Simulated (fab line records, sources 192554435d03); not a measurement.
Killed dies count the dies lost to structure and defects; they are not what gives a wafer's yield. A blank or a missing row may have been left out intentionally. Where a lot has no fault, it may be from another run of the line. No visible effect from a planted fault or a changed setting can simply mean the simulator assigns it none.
Which tool is to blame? / flow n5 finfet / 7 lots, 21 wafers sampled, at 7 steps of a route of 1938

== WHAT THE GAUGES READ, wafer by wafer ==
N5_BEOL_M6_INSPECT_58: inspects for defects (darkfield). Usual: 76 for raw defect count, sd 23.
lot=L707; measured=day 9 11:50; on=defect inspect-01; raw defect count=44 58 51; flag=
lot=L711; measured=day 10 07:26; on=defect inspect-01; raw defect count=78 53 60; flag=
lot=L721; measured=day 13 02:51; on=defect inspect-01; raw defect count=135 63 83; flag=
lot=L722; measured=day 13 13:43; on=defect inspect-01; raw defect count=102 63 88; flag=
lot=L725; measured=day 14 04:17; on=defect inspect-01; raw defect count=75 95 112; flag=
lot=L726; measured=day 14 04:39; on=defect inspect-01; raw defect count=108 77 80; flag=
lot=L727; measured=day 14 20:41; on=defect inspect-01; raw defect count=50 73 39; flag=

N5_BEOL_M7_CD_MEAS_11 targets a cd of 38.5 nm. Usual: 38.6 nm for cd nm, sd 0.56.
lot=L707; measured=day 9 13:04; on=cd sem-03; cd nm (nm)=38.1 38.7 37.7; flag=
lot=L711; measured=day 10 08:49; on=cd sem-01; cd nm (nm)=39.0 39.0 39.0; flag=
lot=L721; measured=day 13 04:28; on=cd sem-02; cd nm (nm)=42.0 42.8 42.9; flag=OFF
lot=L722; measured=day 13 15:41; on=cd sem-03; cd nm (nm)=38.4 38.2 38.3; flag=
lot=L725; measured=day 14 07:17; on=cd sem-01; cd nm (nm)=40.4 40.8 40.9; flag=OFF
lot=L726; measured=day 14 07:07; on=cd sem-02; cd nm (nm)=38.8 37.9 37.6; flag=
lot=L727; measured=day 14 23:07; on=cd sem-01; cd nm (nm)=39.0 38.3 38.4; flag=

N5_BEOL_M7_CD_MEAS_18: pitch 80 nm, target cd 40 nm. Usual: 40.1 nm for cd nm, sd 0.65.
lot=L707; measured=day 9 13:37; on=cd sem-03; cd nm (nm)=39.9 40.5 39.2; flag=
lot=L711; measured=day 10 09:27; on=cd sem-03; cd nm (nm)=39.9 40.4 40.6; flag=
lot=L721; measured=day 13 05:10; on=cd sem-01; cd nm (nm)=43.7 44.6 44.7; flag=OFF
lot=L722; measured=day 13 16:16; on=cd sem-03; cd nm (nm)=39.0 39.6 39.3; flag=
lot=L725; measured=day 14 07:50; on=cd sem-02; cd nm (nm)=42.0 42.4 42.1; flag=OFF
lot=L726; measured=day 14 07:40; on=cd sem-02; cd nm (nm)=41.0 39.3 38.8; flag=
lot=L727; measured=day 14 23:58; on=cd sem-03; cd nm (nm)=40.5 39.5 39.8; flag=

N5_BEOL_M15_RC_MEAS_101. Usual: COMB_M10 1.45e-11 S/m, standard deviation 2.9e-12; COMB_M10_max_site 2e-11 S/m, standard deviation 4.8e-12; COMB_M11 1.42e-11 S/m, standard deviation 2.7e-12; COMB_M12 6.3e-12 S/m, standard deviation 1.3e-12; COMB_M13 4.7e-12 S/m, standard deviation 9.7e-13; COMB_M14 3.6e-12 S/m, standard deviation 8.5e-13; COMB_M15 2.5e-12 S/m, standard deviation 6.5e-13; COMB_M5 3.6e-11 S/m, standard deviation 7.1e-12; COMB_M6 2.6e-11 S/m, standard deviation 5.5e-12; COMB_M7 2.4e-11 S/m, standard deviation 5.4e-12; COMB_M7_max_site 3.5e-11 S/m, standard deviation 8.3e-12; COMB_M8 2.6e-11 S/m, standard deviation 4.7e-12; COMB_M9 1.5e-11 S/m, standard deviation 3e-12; SERP_M10 3.10 ohm/um, standard deviation 0.07; SERP_M11 3.06 ohm/um, standard deviation 0.083; SERP_M12 0.635 ohm/um, standard deviation 0.016; SERP_M13 0.309 ohm/um, standard deviation 0.0072; SERP_M14 0.164 ohm/um, standard deviation 0.0046; SERP_M5 39.9 ohm/um, standard deviation 1.6; SERP_M6 14.3 ohm/um, standard deviation 0.57; SERP_M6_max_site 14.9 ohm/um, standard deviation 0.61; SERP_M7 13.8 ohm/um, standard deviation 0.56; SERP_M7_max_site 14.4 ohm/um, standard deviation 0.66; SERP_M8 13.9 ohm/um, standard deviation 0.46; SERP_M9 3.07 ohm/um, standard deviation 0.08.
lot=L707; measured=day 12 04:44; on=prober-01; COMB_M10 (S/m)=9.1e-12 1.55e-11 1.52e-11; COMB_M10_max_site (S/m)=1.6e-11 1.9e-11 2.4e-11; COMB_M11 (S/m)=1.57e-11 1.02e-11 1.2e-11; COMB_M12 (S/m)=7.1e-12 6.6e-12 5.6e-12; COMB_M13 (S/m)=4.8e-12 3.3e-12 6e-12; COMB_M14 (S/m)=3.1e-12 3.6e-12 4e-12; COMB_M15 (S/m)=1.9e-12 1.7e-12 1.7e-12; COMB_M5 (S/m)=4e-11 2.6e-11 3.5e-11; COMB_M6 (S/m)=3.3e-11 3.1e-11 2.4e-11; COMB_M7 (S/m)=2.3e-11 2.4e-11 2.3e-11; COMB_M7_max_site (S/m)=4e-11 3.2e-11 3e-11; COMB_M8 (S/m)=2e-11 2.6e-11 2.5e-11; COMB_M9 (S/m)=1.41e-11 1.6e-11 2.01e-11; SERP_M10 (ohm/um)=3.07 3.10 3.09; SERP_M11 (ohm/um)=3.17 3.21 3.13; SERP_M12 (ohm/um)=0.638 0.634 0.636; SERP_M13 (ohm/um)=0.326 0.303 0.311; SERP_M14 (ohm/um)=0.169 0.160 0.162; SERP_M5 (ohm/um)=38.6 39.4 41.5; SERP_M6 (ohm/um)=14.2 14.9 13.9; SERP_M6_max_site (ohm/um)=15.0 16.0 14.5; SERP_M7 (ohm/um)=14.0 13.5 14.3; SERP_M7_max_site (ohm/um)=14.3 14.6 14.6; SERP_M8 (ohm/um)=14.0 13.5 14.3; SERP_M9 (ohm/um)=3.10 3.09 3.13; flag=
lot=L711; measured=day 13 02:43; on=prober-01; COMB_M10 (S/m)=1.8e-11 1.24e-11 1.28e-11; COMB_M10_max_site (S/m)=2.2e-11 2.6e-11 1.8e-11; COMB_M11 (S/m)=9.2e-12 1.66e-11 1.57e-11; COMB_M12 (S/m)=5.4e-12 4.9e-12 5.8e-12; COMB_M13 (S/m)=5.3e-12 3.2e-12 3.2e-12; COMB_M14 (S/m)=2.7e-12 3.6e-12 3.3e-12; COMB_M15 (S/m)=1.9e-12 2.2e-12 2.2e-12; COMB_M5 (S/m)=3.1e-11 4.4e-11 4.7e-11; COMB_M6 (S/m)=2.4e-11 2e-11 3e-11; COMB_M7 (S/m)=2.2e-11 1.9e-11 1.7e-11; COMB_M7_max_site (S/m)=3e-11 2.8e-11 3e-11; COMB_M8 (S/m)=2.5e-11 2.9e-11 1.9e-11; COMB_M9 (S/m)=1.55e-11 2.16e-11 1.96e-11; SERP_M10 (ohm/um)=3.14 3.12 3.17; SERP_M11 (ohm/um)=2.99 3.09 3.08; SERP_M12 (ohm/um)=0.608 0.646 0.613; SERP_M13 (ohm/um)=0.315 0.301 0.313; SERP_M14 (ohm/um)=0.163 0.166 0.164; SERP_M5 (ohm/um)=39.4 40.8 39.0; SERP_M6 (ohm/um)=14.4 13.9 14.1; SERP_M6_max_site (ohm/um)=15.0 14.6 14.8; SERP_M7 (ohm/um)=13.1 13.4 13.5; SERP_M7_max_site (ohm/um)=13.3 14.2 14.1; SERP_M8 (ohm/um)=14.2 13.6 13.3; SERP_M9 (ohm/um)=3.17 3.09 3.18; flag=
lot=L721; measured=day 16 00:04; on=prober-02; COMB_M10 (S/m)=1.72e-11 1.39e-11 1.69e-11; COMB_M10_max_site (S/m)=2.2e-11 1.7e-11 2.1e-11; COMB_M11 (S/m)=1.27e-11 1.33e-11 1.94e-11; COMB_M12 (S/m)=7e-12 7.4e-12 7.8e-12; COMB_M13 (S/m)=4.2e-12 4.1e-12 6.2e-12; COMB_M14 (S/m)=4.3e-12 2.7e-12 3.6e-12; COMB_M15 (S/m)=2.9e-12 3.5e-12 3.5e-12; COMB_M5 (S/m)=4.1e-11 4.1e-11 3.7e-11; COMB_M6 (S/m)=2.3e-11 2.7e-11 2.3e-11; COMB_M7 (S/m)=2.6e-11 2.6e-11 2.4e-11; COMB_M7_max_site (S/m)=4e-11 4e-11 3.7e-11; COMB_M8 (S/m)=2.6e-11 2.4e-11 2.4e-11; COMB_M9 (S/m)=1.58e-11 1.86e-11 1.87e-11; SERP_M10 (ohm/um)=3.16 2.98 3.04; SERP_M11 (ohm/um)=3.02 2.99 2.98; SERP_M12 (ohm/um)=0.633 0.649 0.659; SERP_M13 (ohm/um)=0.306 0.303 0.314; SERP_M14 (ohm/um)=0.161 0.163 0.158; SERP_M5 (ohm/um)=38.8 42.0 39.4; SERP_M6 (ohm/um)=13.7 14.3 15.0; SERP_M6_max_site (ohm/um)=14.3 14.6 15.2; SERP_M7 (ohm/um)=11.9 11.7 11.5; SERP_M7_max_site (ohm/um)=12.3 12.0 11.7; SERP_M8 (ohm/um)=14.1 13.7 13.3; SERP_M9 (ohm/um)=3.08 3.03 3.08; flag=OFF
lot=L722; measured=day 16 14:12; on=prober-02; COMB_M10 (S/m)=1.2e-11 1.34e-11 1.22e-11; COMB_M10_max_site (S/m)=2.2e-11 2.1e-11 1.6e-11; COMB_M11 (S/m)=1.66e-11 1.54e-11 1.68e-11; COMB_M12 (S/m)=5.7e-12 6.5e-12 6.8e-12; COMB_M13 (S/m)=6.4e-12 5.9e-12 5.2e-12; COMB_M14 (S/m)=4.2e-12 3.9e-12 2.7e-12; COMB_M15 (S/m)=2.8e-12 3.3e-12 2.8e-12; COMB_M5 (S/m)=3.9e-11 4e-11 4.4e-11; COMB_M6 (S/m)=2.3e-11 2.2e-11 3.1e-11; COMB_M7 (S/m)=3.7e-11 2.2e-11 2.6e-11; COMB_M7_max_site (S/m)=4.8e-11 3.3e-11 3.5e-11; COMB_M8 (S/m)=3.6e-11 2.8e-11 2.6e-11; COMB_M9 (S/m)=1.43e-11 2e-11 1.97e-11; SERP_M10 (ohm/um)=3.10 3.00 3.16; SERP_M11 (ohm/um)=3.27 3.01 3.05; SERP_M12 (ohm/um)=0.663 0.664 0.656; SERP_M13 (ohm/um)=0.302 0.309 0.311; SERP_M14 (ohm/um)=0.166 0.161 0.168; SERP_M5 (ohm/um)=41.2 42.2 40.0; SERP_M6 (ohm/um)=14.6 15.2 14.4; SERP_M6_max_site (ohm/um)=15.4 15.9 14.8; SERP_M7 (ohm/um)=14.7 13.7 14.9; SERP_M7_max_site (ohm/um)=16.1 14.2 15.6; SERP_M8 (ohm/um)=14.4 14.3 14.4; SERP_M9 (ohm/um)=2.81 2.84 3.04; flag=
lot=L725; measured=day 16 22:53; on=prober-02; COMB_M10 (S/m)=1.93e-11 1.36e-11 1.75e-11; COMB_M10_max_site (S/m)=2.6e-11 2e-11 3.2e-11; COMB_M11 (S/m)=1.15e-11 1.32e-11 1.18e-11; COMB_M12 (S/m)=7.7e-12 6.3e-12 6.2e-12; COMB_M13 (S/m)=5.1e-12 7.2e-12 4.9e-12; COMB_M14 (S/m)=3.2e-12 3.9e-12 3.8e-12; COMB_M15 (S/m)=3e-12 1.9e-12 3.6e-12; COMB_M5 (S/m)=3.1e-11 2.9e-11 3.5e-11; COMB_M6 (S/m)=4.6e-11 3.4e-11 3.7e-11; COMB_M7 (S/m)=2.3e-11 2.1e-11 1.7e-11; COMB_M7_max_site (S/m)=3.9e-11 3.3e-11 2.6e-11; COMB_M8 (S/m)=2.3e-11 2.4e-11 3e-11; COMB_M9 (S/m)=1.67e-11 1.59e-11 1.58e-11; SERP_M10 (ohm/um)=3.02 3.13 3.17; SERP_M11 (ohm/um)=3.03 3.15 3.15; SERP_M12 (ohm/um)=0.644 0.658 0.643; SERP_M13 (ohm/um)=0.306 0.299 0.311; SERP_M14 (ohm/um)=0.164 0.162 0.168; SERP_M5 (ohm/um)=39.5 40.8 40.0; SERP_M6 (ohm/um)=14.2 13.0 13.7; SERP_M6_max_site (ohm/um)=14.6 13.6 13.9; SERP_M7 (ohm/um)=12.6 11.9 13.0; SERP_M7_max_site (ohm/um)=13.0 12.2 13.8; SERP_M8 (ohm/um)=14.4 13.6 14.4; SERP_M9 (ohm/um)=3.02 3.06 3.11; flag=
lot=L726; measured=day 16 21:32; on=prober-02; COMB_M10 (S/m)=1.43e-11 1.07e-11 1.19e-11; COMB_M10_max_site (S/m)=2e-11 1.6e-11 1.6e-11; COMB_M11 (S/m)=1.28e-11 1.46e-11 1.31e-11; COMB_M12 (S/m)=6.7e-12 6.2e-12 4.6e-12; COMB_M13 (S/m)=5.1e-12 6.6e-12 5.9e-12; COMB_M14 (S/m)=4.8e-12 3.4e-12 4.6e-12; COMB_M15 (S/m)=2.8e-12 2.5e-12 2.6e-12; COMB_M5 (S/m)=4.1e-11 2.7e-11 2.3e-11; COMB_M6 (S/m)=2.2e-11 2.3e-11 3.2e-11; COMB_M7 (S/m)=2.5e-11 3.1e-11 2.7e-11; COMB_M7_max_site (S/m)=3.7e-11 5.2e-11 4.2e-11; COMB_M8 (S/m)=2.5e-11 2.6e-11 2.9e-11; COMB_M9 (S/m)=1.29e-11 1.95e-11 1.95e-11; SERP_M10 (ohm/um)=3.08 2.99 2.95; SERP_M11 (ohm/um)=3.03 2.94 3.08; SERP_M12 (ohm/um)=0.659 0.622 0.631; SERP_M13 (ohm/um)=0.327 0.302 0.319; SERP_M14 (ohm/um)=0.159 0.161 0.162; SERP_M5 (ohm/um)=42.8 40.5 41.2; SERP_M6 (ohm/um)=14.8 15.5 14.2; SERP_M6_max_site (ohm/um)=15.1 16.0 14.7; SERP_M7 (ohm/um)=13.0 14.3 14.4; SERP_M7_max_site (ohm/um)=13.6 15.1 15.4; SERP_M8 (ohm/um)=14.3 13.8 14.0; SERP_M9 (ohm/um)=3.03 3.03 3.02; flag=
lot=L727; measured=day 18 00:25; on=prober-01; COMB_M10 (S/m)=1.32e-11 1.2e-11 9.2e-12; COMB_M10_max_site (S/m)=2.3e-11 1.4e-11 1.2e-11; COMB_M11 (S/m)=1.39e-11 1.52e-11 1.29e-11; COMB_M12 (S/m)=4.7e-12 4.9e-12 7.6e-12; COMB_M13 (S/m)=6.3e-12 4.3e-12 3.8e-12; COMB_M14 (S/m)=3.1e-12 3.3e-12 3.2e-12; COMB_M15 (S/m)=1.1e-12 2e-12 1.8e-12; COMB_M5 (S/m)=3.5e-11 2.4e-11 4.5e-11; COMB_M6 (S/m)=2.2e-11 3.2e-11 2.5e-11; COMB_M7 (S/m)=2.1e-11 2.8e-11 2e-11; COMB_M7_max_site (S/m)=3.5e-11 4.2e-11 3e-11; COMB_M8 (S/m)=2.5e-11 2.4e-11 2.7e-11; COMB_M9 (S/m)=1.19e-11 1.57e-11 1.57e-11; SERP_M10 (ohm/um)=3.05 3.04 3.05; SERP_M11 (ohm/um)=3.05 3.05 2.99; SERP_M12 (ohm/um)=0.624 0.639 0.613; SERP_M13 (ohm/um)=0.313 0.310 0.302; SERP_M14 (ohm/um)=0.157 0.172 0.165; SERP_M5 (ohm/um)=36.1 37.4 35.1; SERP_M6 (ohm/um)=14.0 13.9 14.8; SERP_M6_max_site (ohm/um)=14.8 14.9 15.2; SERP_M7 (ohm/um)=13.2 14.1 13.7; SERP_M7_max_site (ohm/um)=13.4 14.4 14.8; SERP_M8 (ohm/um)=14.0 14.0 12.7; SERP_M9 (ohm/um)=3.11 2.99 3.05; flag=

== WHICH TOOL RAN EACH LOT (tool, then ch and the chambers of the sampled wafers, then the start) ==
lot=L707; N5_BEOL_M7_ILD_DEP_00=pecvd-04 ch 0,1,2, day 9 11:52; N5_BEOL_M7_EXPOSE_08=arfi scanner-03 ch 0, day 9 12:56; N5_BEOL_M7_ETCH_61=rie diel-03 ch 1,2,3, day 9 13:11
lot=L711; N5_BEOL_M7_ILD_DEP_00=pecvd-03 ch 0,1,2, day 10 07:29; N5_BEOL_M7_EXPOSE_08=arfi scanner-03 ch 0, day 10 08:41; N5_BEOL_M7_ETCH_61=rie diel-01 ch 2,3, day 10 08:56
lot=L721; N5_BEOL_M7_ILD_DEP_00=pecvd-04 ch 1,2, day 13 02:53; N5_BEOL_M7_EXPOSE_08=arfi scanner-03 ch 0, day 13 04:20; N5_BEOL_M7_ETCH_61=rie diel-03 ch 0,2,3, day 13 04:43
lot=L722; N5_BEOL_M7_ILD_DEP_00=pecvd-03 ch 1,2, day 13 13:44; N5_BEOL_M7_EXPOSE_08=arfi scanner-02 ch 0, day 13 15:34; N5_BEOL_M7_ETCH_61=rie diel-06 ch 0,3, day 13 15:50
lot=L725; N5_BEOL_M7_ILD_DEP_00=pecvd-01 ch 0,2, day 14 04:19; N5_BEOL_M7_EXPOSE_08=arfi scanner-03 ch 0, day 14 07:10; N5_BEOL_M7_ETCH_61=rie diel-01 ch 0,2, day 14 07:24
lot=L726; N5_BEOL_M7_ILD_DEP_00=pecvd-01 ch 0,2, day 14 04:41; N5_BEOL_M7_EXPOSE_08=arfi scanner-01 ch 0, day 14 06:59; N5_BEOL_M7_ETCH_61=rie diel-06 ch 0,1, day 14 07:14
lot=L727; N5_BEOL_M7_ILD_DEP_00=pecvd-01 ch 0,1,2, day 14 20:44; N5_BEOL_M7_EXPOSE_08=arfi scanner-02 ch 0, day 14 23:01; N5_BEOL_M7_ETCH_61=rie diel-01 ch 0,2,3, day 14 23:29
- N5_BEOL_M7_ILD_DEP_00: deposits SiCOH lowk from DEMS/porogen, target thk 179.75 nm, time 33.4 s.
- N5_BEOL_M7_EXPOSE_08: exposes mask M7.
- N5_BEOL_M7_ETCH_61: etches SiARC in CF4, target depth 45.5 nm, time 75.8 s.

== WHAT THE TOOLS THEMSELVES READ (means of the sampled wafers that have a number; where no wafer has one, the mark that the record gives instead) ==
N5_BEOL_M7_ILD_DEP_00. Usual: heater power w 278 W, standard deviation 44; showerhead plenum p Torr 5.744 Torr, standard deviation 0.02; throttle valve pct 13.8 %, standard deviation 0.69.
lot=L707; tool=pecvd-04; heater power w (W)=278; showerhead plenum p Torr (Torr)=5.756; throttle valve pct (%)=13.4; flag=
lot=L711; tool=pecvd-03; heater power w (W)=257; showerhead plenum p Torr (Torr)=5.740; throttle valve pct (%)=13.9; flag=
lot=L721; tool=pecvd-04; heater power w (W)=265; showerhead plenum p Torr (Torr)=5.751; throttle valve pct (%)=13.0; flag=
lot=L722; tool=pecvd-03; heater power w (W)=256; showerhead plenum p Torr (Torr)=5.724; throttle valve pct (%)=14.3; flag=
lot=L725; tool=pecvd-01; heater power w (W)=355; showerhead plenum p Torr (Torr)=5.738; throttle valve pct (%)=13.4; flag=
lot=L726; tool=pecvd-01; heater power w (W)=358; showerhead plenum p Torr (Torr)=5.746; throttle valve pct (%)=13.4; flag=
lot=L727; tool=pecvd-01; heater power w (W)=323; showerhead plenum p Torr (Torr)=5.749; throttle valve pct (%)=13.8; flag=

N5_BEOL_M7_EXPOSE_08. Usual: 68.20 for exposure dose mJ cm2, sd 0.066.
lot=L707; tool=arfi scanner-03; exposure dose mJ cm2=68.23; flag=
lot=L711; tool=arfi scanner-03; exposure dose mJ cm2=68.20; flag=
lot=L721; tool=arfi scanner-03; exposure dose mJ cm2=72.21; flag=OFF
lot=L722; tool=arfi scanner-02; exposure dose mJ cm2=68.26; flag=
lot=L725; tool=arfi scanner-03; exposure dose mJ cm2=71.42; flag=OFF
lot=L726; tool=arfi scanner-01; exposure dose mJ cm2=68.04; flag=
lot=L727; tool=arfi scanner-02; exposure dose mJ cm2=68.22; flag=

N5_BEOL_M7_ETCH_61. Usual: chamber pressure mTorr is 40.00 mTorr with standard deviation 0.035, drypump motor current A is 5.7 A with standard deviation 0.37, etch rf on time s is 75.7 s with standard deviation 1.5, oes product au is 0.67 a.u. with standard deviation 0.066, rf vpp V is 184.2 V with standard deviation 1.2, showerhead plenum p Torr is 2.15 Torr with standard deviation 0.077, and throttle valve pct is 15.55 % with standard deviation 0.25.
lot=L707; tool=rie diel-03; chamber pressure mTorr (mTorr)=40.00; drypump motor current A (A)=5.7; etch rf on time s (s)=76.3; oes product au (a.u.)=0.63; rf vpp V (V)=184.6; showerhead plenum p Torr (Torr)=2.17; throttle valve pct (%)=15.51; flag=
lot=L711; tool=rie diel-01; chamber pressure mTorr (mTorr)=40.00; drypump motor current A (A)=6.1; etch rf on time s (s)=74.2; oes product au (a.u.)=0.65; rf vpp V (V)=182.4; showerhead plenum p Torr (Torr)=2.05; throttle valve pct (%)=15.67; flag=
lot=L721; tool=rie diel-03; chamber pressure mTorr (mTorr)=40.01; drypump motor current A (A)=5.4; etch rf on time s (s)=75.0; oes product au (a.u.)=0.70; rf vpp V (V)=184.7; showerhead plenum p Torr (Torr)=2.16; throttle valve pct (%)=15.40; flag=
lot=L722; tool=rie diel-06; chamber pressure mTorr (mTorr)=39.99; drypump motor current A (A)=5.5; etch rf on time s (s)=75.3; oes product au (a.u.)=0.70; rf vpp V (V)=184.4; showerhead plenum p Torr (Torr)=2.19; throttle valve pct (%)=15.70; flag=
lot=L725; tool=rie diel-01; chamber pressure mTorr (mTorr)=40.00; drypump motor current A (A)=5.8; etch rf on time s (s)=73.0; oes product au (a.u.)=0.78; rf vpp V (V)=185.1; showerhead plenum p Torr (Torr)=2.25; throttle valve pct (%)=15.49; flag=
lot=L726; tool=rie diel-06; chamber pressure mTorr (mTorr)=40.01; drypump motor current A (A)=5.8; etch rf on time s (s)=76.5; oes product au (a.u.)=0.71; rf vpp V (V)=183.2; showerhead plenum p Torr (Torr)=2.10; throttle valve pct (%)=15.49; flag=
lot=L727; tool=rie diel-01; chamber pressure mTorr (mTorr)=39.97; drypump motor current A (A)=5.8; etch rf on time s (s)=75.2; oes product au (a.u.)=0.71; rf vpp V (V)=184.5; showerhead plenum p Torr (Torr)=2.18; throttle valve pct (%)=15.53; flag=

== THE ANSWER, worked out from the rows above alone ==
Rule: a lot counts as off when the mean over its wafers that have a number is more than 3 standard deviations away from the usual mean. Also off: a lot with no number at a reading for which 4 or more lots have one. Where the step has rows for the other lots, those lots are counted as sound. Order of review: gauges by route order, followed by the tools' own readings, for which a lot's mean as printed above is used. The first step at which some lot is off is used, and at that step the reading that is off furthest; a lot without a number counts as furthest.
Off, at N5_BEOL_M7_CD_MEAS_11 on cd nm: L721, L725.
A tool fits if, at a process step before that reading, it ran every lot that is off, and no sound lot after the first of them. The gauges at N5_BEOL_M7_CD_MEAS_11 aren't tried: what is off there is off at N5_BEOL_M7_EXPOSE_08 too, on other tools, and a gauge's error can't cause that. One candidate fits, namely arfi scanner-03 at N5_BEOL_M7_EXPOSE_08. A fault onset in the window from L711 (day 10 08:41, its last sound lot) to L721 (day 13 04:20, its first lot off) fits.
The tool's own readings at N5_BEOL_M7_EXPOSE_08 bear it out: on the lots that are off they differ by more than 5 times the standard deviation of the sound lots' means. exposure dose mJ cm2 reads 71.81 there against 68.19 on the sound lots.

== WHAT THE SIMULATOR PUT IN ==
Drift in process parameters on arfi scanner-03 at N5_BEOL_M7_EXPOSE_08, starting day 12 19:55. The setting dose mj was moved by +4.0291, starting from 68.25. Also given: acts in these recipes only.
Lots struck among those shown: L721, L725. The rule above found the same.
